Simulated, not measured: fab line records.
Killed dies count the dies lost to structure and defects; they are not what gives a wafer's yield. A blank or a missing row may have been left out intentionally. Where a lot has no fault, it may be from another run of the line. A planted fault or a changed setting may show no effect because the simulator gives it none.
fab line records	flow n5-finfet	part 1 of 2: steps 1 to 15 of 24
record: lots: 5	wafers: 15	last-day: 17
route steps=1938 shown SDB@359 DUMMY_REMOVAL@377
lots that met no fault: from a run of the same line without faults
start-h: start of the lot's first displayed wafer, in hours after the record's first day	wait-h: hours from the lot's prior step to this one	" same as the row above	L1.1+2: a single row standing in for several wafers	- value missing, or start not given	* or withheld: withheld	< > ~ a bound
route shown NAME@n: NAME is a module with steps in the file, n the number in the route of the first one	usual: mean/standard deviation taken from wafers without a fault	same: alike in all rows	chamber/n: place in a boat	sites: the reading at each site	_std_site: standard deviation of those values	_edge_site: mean of outer sites minus mean of inner sites	radius-mm: how far each site lies from the wafer's centre	mask NAME#n: copy n	behind: the last tool/chamber to shape the wafer	hold: cause of the lot's hold/its duration in hours/its outcome	device: the n, p or np transistor that did not switch	end of line: the tests these same wafers got at the end of their route	for a step that has no rows: nothing shown but its recipe	killed: count of dies lost to structure and defects at first sort (not the wafer's yield)	map: the dies of a wafer, with x for killed, . for not killed, _ for no die there
set.NAME: setting as actually run; set.NAME@STEP: the setting as run at that earlier step	model.NAME: the simulator's own value behind a step, which no gauge read
certain route steps with their lots: each step a table, each wafer a row
services: the hour from which a tool's chamber was out of use, counted from the record's first day as start-h (under 0 if before that day), plus the number of hours and why
== steps ==
step: N5_SDB_DESCUM_16
recipe: chemistry: O2	time-s: 7.9	source-power-w: 50	bias-power-w: 20	pressure-mtorr: 20	rf-frequency-hz: 2.712e+07	temp-c: 40	resist: CAR-ArF	o2-flow-sccm: 225
usual: drypump-motor-current-A: 5.7/0.42	oes-product-au: 0.75/0.071	rf-vpp-V: 243.2/1.5	showerhead-plenum-p-Torr: 2.09/0.084	throttle-valve-pct: 20.45/0.13
lot.wafer	tool	chamber	start-h	wait-h	drypump-motor-current-A	oes-product-au	rf-hours-counter-h	rf-vpp-V	showerhead-plenum-p-Torr	throttle-valve-pct
L074.2	rie-diel-05	3	70.71	0.2	5.1	0.75	163	243.3	2.08	20.35
L074.4	"	1	"	"	6.6	0.70	227	240.0	1.99	20.83
L074.5	"	2	"	"	5.5	0.71	-	241.0	1.99	20.42
L077.3	rie-diel-06	0	93.30	0.0	6.0	0.80	113	245.0	2.22	20.59
L077.5	"	3	"	"	5.7	0.82	-	244.1	2.20	20.46
L077.6	"	2	"	"	5.6	0.71	-	241.7	2.00	20.49
L083.1	rie-diel-01	2	120.59	0.0	6.4	0.70	209	244.3	2.15	20.32
L083.2	"	1	"	"	6.1	0.73	174	243.8	2.06	20.46
L083.6	"	1	"	"	6.1	0.73	-	242.8	2.06	20.45
L084.3	rie-diel-06	0	126.55	0.1	6.1	0.78	123	244.8	2.21	20.61
L084.4	"	3	"	"	5.7	0.81	112	244.4	2.20	20.51
L084.6	"	3	"	"	5.7	0.80	-	245.0	2.20	20.48
L093.2	rie-diel-01	3	183.20	0.0	5.3	0.72	219	242.7	2.06	20.36
L093.5	"	3	"	"	5.3	0.72	-	241.2	2.06	20.36
L093.6	"	2	"	"	6.3	0.68	-	244.9	2.14	20.35
step: N5_SDB_ETCH_17
recipe: chemistry: CF4	target: SiARC	target-depth-a: 234	mask-material: CAR-ArF	time-s: 39	ion-energy-ev: 80	pressure-mtorr: 40	source-w: 545	bias-w: 36	Ar_flow_sccm: 100	cf4-flow-sccm: 100	ends: cleared
usual: drypump-motor-current-A: 5.7/0.42	etch-rf-on-time-s: 39.3/0.84	oes-product-au: 0.64/0.056	rf-vpp-V: 184.1/1.2	showerhead-plenum-p-Torr: 2.14/0.077	throttle-valve-pct: 15.67/0.18
lot.wafer	tool	chamber	start-h	wait-h	drypump-motor-current-A	etch-rf-on-time-s	oes-product-au	rf-hours-counter-h	rf-vpp-V	showerhead-plenum-p-Torr	throttle-valve-pct
L074.2	rie-diel-05	3	70.74	0.0	5.1	39.4	0.64	163	183.8	2.15	15.63
L074.4	"	1	"	"	6.6	38.4	0.59	227	182.7	2.05	16.06
L074.5	"	2	"	"	5.4	40.2	0.60	-	182.9	2.04	15.65
L077.3	rie-diel-06	0	93.34	0.0	6.0	40.5	0.67	113	186.5	2.23	15.51
L077.5	"	3	"	"	5.7	39.7	0.69	-	186.2	2.25	15.67
L077.6	"	2	"	"	5.6	38.0	0.62	-	182.2	2.04	15.63
L083.1	rie-diel-01	2	120.62	0.0	6.3	38.1	0.61	209	184.9	2.20	15.60
L083.2	"	1	"	"	6.1	39.4	0.62	174	183.8	2.14	15.88
L083.6	"	1	"	"	6.1	39.4	0.62	-	182.7	2.14	15.89
L084.3	rie-diel-06	0	126.58	0.0	6.0	41.1	0.66	123	184.1	2.23	15.55
L084.4	"	3	"	"	5.7	39.8	0.68	112	184.3	2.25	15.69
L084.6	"	3	"	"	5.7	40.0	0.68	-	184.5	2.25	15.70
L093.2	rie-diel-01	3	183.24	0.0	5.3	39.4	0.61	219	182.6	2.12	15.66
L093.5	"	3	"	"	5.3	39.5	0.61	-	183.6	2.12	15.63
L093.6	"	2	"	"	6.4	38.3	0.59	-	185.4	2.19	15.64
step: N5_SDB_ETCH_18
recipe: chemistry: N2/H2	target: SOC	target-depth-a: 1000	overetch-a: 200	mask-material: SiARC	temp-c: 40	time-s: 150	ion-energy-ev: 200	pressure-mtorr: 30	source-w: 840	bias-w: 150	n2-flow-sccm: 200	h2-flow-sccm: 200
usual: drypump-motor-current-A: 5.7/0.43	oes-product-au: 0.68/0.057	rf-vpp-V: 523.9/2.8	showerhead-plenum-p-Torr: 2.54/0.093	throttle-valve-pct: 17.87/0.22
lot.wafer	tool	chamber	start-h	wait-h	drypump-motor-current-A	oes-product-au	rf-hours-counter-h	rf-vpp-V	showerhead-plenum-p-Torr	throttle-valve-pct
L074.2	rie-diel-05	3	70.78	0.0	5.1	0.68	163	523.8	2.51	17.69
L074.4	"	1	"	"	6.6	0.62	227	518.9	2.43	18.28
L074.5	"	2	"	"	5.5	0.64	-	521.1	2.42	17.81
L077.3	rie-diel-06	0	93.37	0.0	6.1	0.71	113	527.3	2.66	17.85
L077.5	"	3	"	"	5.7	0.72	-	525.7	2.65	17.62
L077.6	"	2	"	"	5.6	0.65	-	521.1	2.42	17.86
L083.1	rie-diel-01	2	120.66	0.0	6.4	0.62	209	526.6	2.62	17.69
L083.2	"	1	"	"	6.1	0.67	174	523.0	2.55	18.12
L083.6	"	1	"	"	6.1	0.66	-	521.6	2.55	18.13
L084.3	rie-diel-06	0	126.62	0.0	6.0	0.70	123	526.5	2.66	17.85
L084.4	"	3	"	"	5.8	0.72	112	528.1	2.65	17.62
L084.6	"	3	"	"	5.7	0.72	-	527.4	2.65	17.66
L093.2	rie-diel-01	3	183.27	0.0	5.3	0.64	219	522.7	2.53	17.87
L093.5	"	3	"	"	5.3	0.64	-	521.4	2.53	17.84
L093.6	"	2	"	"	6.4	0.62	-	524.2	2.61	17.73
step: N5_SDB_STRIP_19
recipe: chemistry: N2/H2	temp-c: 40	n2-flow-sccm: 200	h2-flow-sccm: 200	rf-frequency-hz: 6e+07
lot.wafer	tool	chamber	start-h	wait-h
L074.2+4+5	rie-diel-05	3,1,2	70.91	0.1
L077.3+5+6	rie-diel-06	0,3,2	93.50	0.1
L083.1+2+6	rie-diel-01	2,1,1	120.79	0.1
L084.3+4+6	rie-diel-06	0,3,3	126.75	0.1
L093.2+5+6	rie-diel-01	3,3,2	183.40	0.1
step: N5_SDB_STRIP_21
recipe: chemistry: CF4	resist: SiARC	power-w: 300	bias-power-w: 75	pressure-mtorr: 50	cf4-flow-sccm: 150	rf-frequency-hz: 6e+07
usual: drypump-motor-current-A: 5.7/0.42	oes-product-au: 0.75/0.064	rf-vpp-V: 271.2/1.7	showerhead-plenum-p-Torr: 1.79/0.064	throttle-valve-pct: 13.65/0.2
lot.wafer	tool	chamber	start-h	wait-h	drypump-motor-current-A	oes-product-au	rf-hours-counter-h	rf-vpp-V	showerhead-plenum-p-Torr	throttle-valve-pct
L074.2	rie-diel-05	3	70.92	0.0	5.2	0.75	163	270.6	1.79	13.55
L074.4	"	1	"	"	6.6	0.68	227	269.2	1.71	14.04
L074.5	"	2	"	"	5.4	0.71	-	268.8	1.71	13.62
L077.3	rie-diel-06	0	93.51	0.0	6.0	0.79	113	273.3	1.87	13.50
L077.5	"	3	"	"	5.7	0.81	-	273.1	1.89	13.64
L077.6	"	2	"	"	5.6	0.71	-	269.9	1.72	13.64
L083.1	rie-diel-01	2	120.80	0.0	6.4	0.69	209	272.6	1.84	13.61
L083.2	"	1	"	"	6.1	0.73	174	271.6	1.81	13.91
L083.6	"	1	"	"	6.1	0.72	-	272.0	1.81	13.91
L084.3	rie-diel-06	0	126.76	0.0	6.0	0.79	123	273.6	1.86	13.52
L084.4	"	3	"	"	5.7	0.80	112	272.5	1.89	13.66
L084.6	"	3	"	"	5.7	0.80	-	273.4	1.89	13.65
L093.2	rie-diel-01	3	183.41	0.0	5.3	0.71	219	268.9	1.77	13.64
L093.5	"	3	"	"	5.3	0.71	-	270.7	1.77	13.66
L093.6	"	2	"	"	6.4	0.68	-	272.7	1.83	13.65
step: N5_SDB_HM_OPEN_20
recipe: chemistry: CH3F/O2	target: SiNx	mask-material: SOC	target-depth-a: 240	stop-on: poly-Si	over-etch-frac: 0.4	ion-energy-ev: 120	pressure-mtorr: 30	source-w: 395	bias-w: 73	Ar_flow_sccm: 150	CH3F_flow_sccm: 30	O2_flow_sccm: 20
usual: O2_flow_sccm: 20.00/0.057	drypump-motor-current-A: 5.7/0.42	oes_f_703_au: 0.76/0.062	oes-product-au: 0.62/0.053	rf-vpp-V: 297/4.3	showerhead-plenum-p-Torr: 2.00/0.075	throttle-valve-pct: 16.39/0.16
lot.wafer	tool	chamber	start-h	wait-h	O2_flow_sccm	drypump-motor-current-A	oes_f_703_au	oes-product-au	rf-hours-counter-h	rf-vpp-V	showerhead-plenum-p-Torr	throttle-valve-pct
L074.2	rie-diel-05	3	70.94	0.0	20.10	5.1	0.76	0.62	163	291	2.01	16.38
L074.4	"	1	"	"	20.00	6.6	0.70	0.58	227	291	1.90	16.74
L074.5	"	2	"	"	19.98	5.5	0.70	0.60	-	302	1.91	16.41
L077.3	rie-diel-06	0	93.53	0.0	19.90	6.0	0.78	0.67	113	296	2.10	16.30
L077.5	"	3	"	"	20.00	5.7	0.79	0.68	-	304	2.10	16.35
L077.6	"	2	"	"	19.94	5.5	0.74	0.59	-	299	1.90	16.30
L083.1	rie-diel-01	2	120.82	0.0	19.97	6.3	0.71	0.57	209	297	2.06	16.35
L083.2	"	1	"	"	19.97	6.1	0.74	0.61	174	290	1.98	16.51
L083.6	"	1	"	"	20.03	6.1	0.73	0.60	-	288	1.98	16.51
L084.3	rie-diel-06	0	126.78	0.0	20.03	6.0	0.76	0.64	123	295	2.09	16.31
L084.4	"	3	"	"	20.05	5.7	0.78	0.67	112	303	2.10	16.37
L084.6	"	3	"	"	20.04	5.7	0.78	0.66	-	306	2.10	16.37
L093.2	rie-diel-01	3	183.43	0.0	19.98	5.3	0.72	0.58	219	301	1.98	16.42
L093.5	"	3	"	"	20.00	5.3	0.72	0.59	-	299	1.98	16.40
L093.6	"	2	"	"	19.99	6.3	0.70	0.57	-	297	2.05	16.37
step: N5_SDB_STRIP_22
recipe: chemistry: N2/H2	power-w: 1000	temp-c: 250	h2-frac: 0.65	overash-fraction: 0.3	pressure-mtorr: withheld	n2-flow-sccm: 1750	h2-flow-sccm: 3250
usual: drypump-motor-current-A: 5.6/0.32	heater-power-w: 353/39	oes-product-au: 0.715/0.0045	strip-time-to-endpoint-s: 96.4/0.39
lot.wafer	tool	chamber	start-h	wait-h	drypump-motor-current-A	heater-power-w	oes-product-au	rf-hours-counter-h	strip-time-to-endpoint-s
L074.2	plasma-asher-02	1	71.02	0.1	5.9	345	0.720	34	96.5
L074.4	"	0	"	"	5.5	305	0.719	-	96.3
L074.5	"	0	"	"	5.4	305	0.709	-	96.6
L077.3	plasma-asher-01	1	93.65	0.1	6.0	340	0.714	-	96.6
L077.5	"	1	"	"	6.0	333	0.713	-	96.4
L077.6	"	0	"	"	5.2	410	0.719	-	96.1
L083.1	plasma-asher-02	0	120.90	0.1	5.4	309	0.708	44	96.3
L083.2	"	1	"	"	5.9	342	0.710	44	96.9
L083.6	"	1	"	"	5.9	353	0.711	-	97.0
L084.3	plasma-asher-02	1	126.90	0.1	5.8	344	0.709	-	96.8
L084.4	"	0	"	"	5.4	306	0.712	-	96.4
L084.6	"	0	"	"	5.4	301	0.720	-	96.5
L093.2	plasma-asher-01	1	183.51	0.1	6.0	333	0.722	104	96.3
L093.5	"	0	"	"	5.2	416	0.710	-	96.3
L093.6	"	1	"	"	6.0	336	0.716	-	96.3
step: N5_SDB_PRECLEAN_23
recipe: chemistry: dHF	time-s: 30	temp-c: 25	dilution: withheld
lot.wafer	tool	chamber	start-h	wait-h
L074.2+4+5	wet-bench-01	1,6,2	71.16	0.1
L077.3+5+6	wet-bench-04	1,0,2	93.76	0.1
L083.1+2+6	wet-bench-06	1,4,2	121.04	0.1
L084.3+4+6	wet-bench-06	1,0,6	127.01	0.1
L093.2+5+6	wet-bench-06	6,2,1	183.66	0.1
step: N5_SDB_DUMMY_REMOVE_24
recipe: chemistry: TMAH	temp-c: 70	target: poly-Si	stop-on: SiO2	target-depth-nm: 142	conc-wt-pct: 5	time-s: 57	dry: ipa-marangoni	rinse-time-s: 30	rinse-temp-c: 23
usual: bath-guard-temp-C: 70.0/0.6	bath-heat-duty-pct: 13.8/1.6	rinse-temp-c: 22.99/0.1
lot.wafer	tool	chamber	start-h	wait-h	bath-guard-temp-C	bath-heat-duty-pct	rinse-temp-c
L074.2	wet-bench-01	1	71.17	0.0	69.6	15.1	22.89
L074.4	"	6	"	"	70.3	14.7	23.03
L074.5	"	2	"	"	70.5	13.4	23.06
L077.3	wet-bench-04	1	93.77	0.0	70.6	12.1	22.92
L077.5	"	0	"	"	70.1	18.8	22.89
L077.6	"	2	"	"	69.3	14.2	23.05
L083.1	wet-bench-06	1	121.05	0.0	70.1	15.1	22.92
L083.2	"	4	"	"	70.1	13.9	23.13
L083.6	"	2	"	"	69.3	13.6	23.12
L084.3	wet-bench-06	1	127.02	0.0	70.1	14.9	22.86
L084.4	"	0	"	"	70.1	14.6	22.85
L084.6	"	6	"	"	70.6	12.7	23.04
L093.2	wet-bench-06	6	183.67	0.0	70.5	13.2	22.82
L093.5	"	2	"	"	69.0	13.4	23.01
L093.6	"	1	"	"	70.3	15.9	22.82
step: N5_SDB_ETCH_25
recipe: chemistry: C4F6/O2	target: SiO2	target-depth-a: 100	time-s: 3.3	ion-energy-ev: 250	mask-material: SiNx	pressure-mtorr: 30	source-w: 345	bias-w: 185	Ar_flow_sccm: 300	C4F6_flow_sccm: 10	O2_flow_sccm: 10
usual: O2_flow_sccm: 9.99/0.03	drypump-motor-current-A: 5.8/0.42	oes_f_703_au: 0.75/0.053	oes-product-au: 0.74/0.057	rf-vpp-V: 663/9.3	showerhead-plenum-p-Torr: 2.84/0.1	throttle-valve-pct: 21.22/0.18
lot.wafer	tool	chamber	start-h	wait-h	O2_flow_sccm	drypump-motor-current-A	oes_f_703_au	oes-product-au	rf-hours-counter-h	rf-vpp-V	showerhead-plenum-p-Torr	throttle-valve-pct
L074.2	rie-diel-01	3	71.30	0.1	9.95	5.3	0.74	0.74	178	670	2.84	21.13
L074.4	"	1	"	"	10.01	6.1	0.74	0.74	154	648	2.84	21.28
L074.5	"	1	"	"	9.98	6.1	0.75	0.74	-	648	2.84	21.28
L077.3	rie-diel-06	2	93.83	0.0	9.96	5.6	0.75	0.73	185	667	2.70	21.10
L077.5	"	1	"	"	10.03	5.8	0.75	0.74	-	668	2.84	21.52
L077.6	"	2	"	"	9.96	5.5	0.75	0.73	-	667	2.70	21.09
L083.1	rie-diel-01	1	121.11	0.0	10.00	6.1	0.73	0.72	174	649	2.83	21.32
L083.2	"	2	"	"	10.03	6.3	0.71	0.70	209	667	2.93	21.09
L083.6	"	3	"	"	9.98	5.3	0.73	0.73	-	670	2.84	21.14
L084.3	rie-diel-01	3	127.28	0.2	9.97	5.3	0.73	0.73	198	671	2.83	21.14
L084.4	"	0	"	"	10.04	5.4	0.81	0.81	62	660	2.88	20.93
L084.6	"	2	"	"	10.01	6.4	0.71	0.70	-	665	2.92	21.10
L093.2	rie-diel-05	2	183.97	0.3	10.02	5.5	0.69	0.68	243	676	2.71	21.29
L093.5	"	0	"	"	9.98	5.3	0.75	0.76	-	656	2.62	21.43
L093.6	"	1	"	"	10.02	6.6	0.97	0.97	-	660	3.05	21.36
step: N5_SDB_CUT_ETCH_26
recipe: chemistry: HBr/Cl2/O2	target: Si	target-depth-a: 1296	bt-time-s: 20	mask-material: SiNx	time-s: 51.8	ion-energy-ev: *	bias-w: *	pressure-mtorr: 10	icp-w: 800	HBr_flow_sccm: 150	Cl2_flow_sccm: 80	O2_flow_sccm: 12
usual: O2_flow_sccm: 12.00/0.038	drypump-motor-current-A: 5.6/0.42	oes-product-au: 1.010/0.018	throttle-valve-pct: 37.25/0.26
lot.wafer	tool	chamber	start-h	wait-h	O2_flow_sccm	drypump-motor-current-A	oes-product-au	rf-hours-counter-h	throttle-valve-pct
L074.2	rie-si-04	0	71.39	0.1	11.94	5.9	1.021	116	37.33
L074.4	"	3	"	"	12.09	6.2	1.011	35	37.31
L074.5	"	1	"	"	11.99	5.2	0.989	-	36.93
L077.3	rie-si-04	2	93.91	0.1	12.01	5.1	1.038	8	37.10
L077.5	"	3	"	"	12.00	6.3	1.016	-	37.31
L077.6	"	0	"	"	12.00	5.9	1.022	-	37.33
L083.1	rie-si-06	3	121.20	0.1	12.07	5.6	1.019	170	37.95
L083.2	"	1	"	"	12.04	5.9	0.998	92	37.22
L083.6	"	3	"	"	12.02	5.7	1.018	-	37.94
L084.3	rie-si-01	0	127.36	0.1	12.02	6.1	1.013	78	37.01
L084.4	"	1	"	"	11.97	5.5	1.007	161	36.98
L084.6	"	3	"	"	11.96	5.4	0.977	-	37.56
L093.2	rie-si-01	1	184.05	0.1	11.98	5.5	1.003	162	37.01
L093.5	"	2	"	"	12.03	4.9	1.024	-	37.38
L093.6	"	1	"	"	12.00	5.5	0.998	-	36.99
step: N5_SDB_PRECLEAN_38
recipe: chemistry: dHF	time-s: 10	dilution: 750:1	temp-c: 25
usual: bath-heat-duty-pct: 6.5/0.92
lot.wafer	tool	chamber	start-h	wait-h	bath-heat-duty-pct
L074.2	wet-bench-04	0	71.50	0.1	8.9
L074.4	"	1	"	"	6.5
L074.5	"	7	"	"	6.9
L077.3	wet-bench-04	1	94.03	0.1	6.7
L077.5	"	4	"	"	6.1
L077.6	"	0	"	"	9.3
L083.1	wet-bench-06	5	121.32	0.1	4.6
L083.2	"	3	"	"	5.3
L083.6	"	6	"	"	5.5
L084.3	wet-bench-06	3	127.48	0.1	5.1
L084.4	"	4	"	"	6.3
L084.6	"	5	"	"	5.7
L093.2	wet-bench-04	1	184.17	0.1	6.7
L093.5	"	0	"	"	9.6
L093.6	"	6	"	"	5.9
step: N5_SDB_PRECLEAN_39
recipe: chemistry: O3/DIW	time-s: 45	temp-c: 22	o3-ppm: 10
usual: bath-heat-duty-pct: 2.5/0.41	o3-ppm: 10.00/0.092
lot.wafer	tool	chamber	start-h	wait-h	bath-heat-duty-pct	o3-ppm
L074.2	wet-bench-04	0	71.51	0.0	3.0	10.07
L074.4	"	1	"	"	2.8	10.09
L074.5	"	7	"	"	2.7	10.11
L077.3	wet-bench-04	1	94.04	0.0	2.7	10.02
L077.5	"	4	"	"	1.4	9.99
L077.6	"	0	"	"	3.4	10.14
L083.1	wet-bench-06	5	121.32	0.0	2.0	9.95
L083.2	"	3	"	"	2.6	10.01
L083.6	"	6	"	"	2.4	9.90
L084.3	wet-bench-06	3	127.49	0.0	2.3	9.98
L084.4	"	4	"	"	2.6	10.17
L084.6	"	5	"	"	1.9	9.87
L093.2	wet-bench-04	1	184.17	0.0	1.9	10.05
L093.5	"	0	"	"	3.5	9.98
L093.6	"	6	"	"	2.8	10.02
step: N5_SDB_SRD_28
recipe: dry: ipa-marangoni	time-s: 30	temp-c: 23	rinse-liquid: diw
usual: bath-heat-duty-pct: 3.8/0.58
lot.wafer	tool	chamber	start-h	wait-h	bath-heat-duty-pct
L074.2	wet-bench-04	0	71.52	0.0	5.1
L074.4	"	1	"	"	3.4
L074.5	"	7	"	"	4.1
L077.3	wet-bench-04	1	94.05	0.0	3.6
L077.5	"	4	"	"	4.3
L077.6	"	0	"	"	5.1
L083.1	wet-bench-06	5	121.33	0.0	3.7
L083.2	"	3	"	"	2.9
L083.6	"	6	"	"	3.3
L084.3	wet-bench-06	3	127.50	0.0	2.7
L084.4	"	4	"	"	4.3
L084.6	"	5	"	"	3.0
L093.2	wet-bench-04	1	184.19	0.0	3.8
L093.5	"	0	"	"	4.3
L093.6	"	6	"	"	3.5
step: N5_SDB_ALD_29
recipe: material: SiNx	target-thk-a: 300	temp-c: 400	ald-precursor-family: SiH2I2	ald-co-reactant: N2/H2-plasma	pulse-time-s: 1	ald-cycles: 600	purge-time-s: 2	co-reactant-purge-time-s: 2	pressure-torr: 2
usual: heater-power-outer-w: 502/43	heater-power-w: 807/72	precursor-pulse-height-rel: 1.000/0.02
same: ald-cycles: 600	purge-time-s: 2
lot.wafer	tool	chamber	start-h	wait-h	heater-power-outer-w	heater-power-w	precursor-pulse-height-rel
L074.2	ald-sin-01	3	71.57	0.0	540	790	1.004
L074.4	"	1	"	"	466	703	1.000
L074.5	"	0	72.92	1.4	459	810	1.018
L077.3	ald-sin-03	2	94.45	0.4	489	755	1.014
L077.5	"	3	95.80	1.7	501	815	0.985
L077.6	"	2	"	"	496	758	1.019
L083.1	ald-sin-03	2	121.59	0.2	503	767	1.007
L083.2	"	0	"	"	572	914	0.977
L083.6	"	0	122.94	1.6	570	932	0.962
L084.3	ald-sin-03	1	127.55	0.0	436	713	0.992
L084.4	"	0	"	"	570	902	0.981
L084.6	"	3	128.90	1.4	495	829	1.032
L093.2	ald-sin-03	2	184.23	0.0	500	782	0.983
L093.5	"	1	185.58	1.4	451	730	0.980
L093.6	"	2	"	"	510	766	1.003
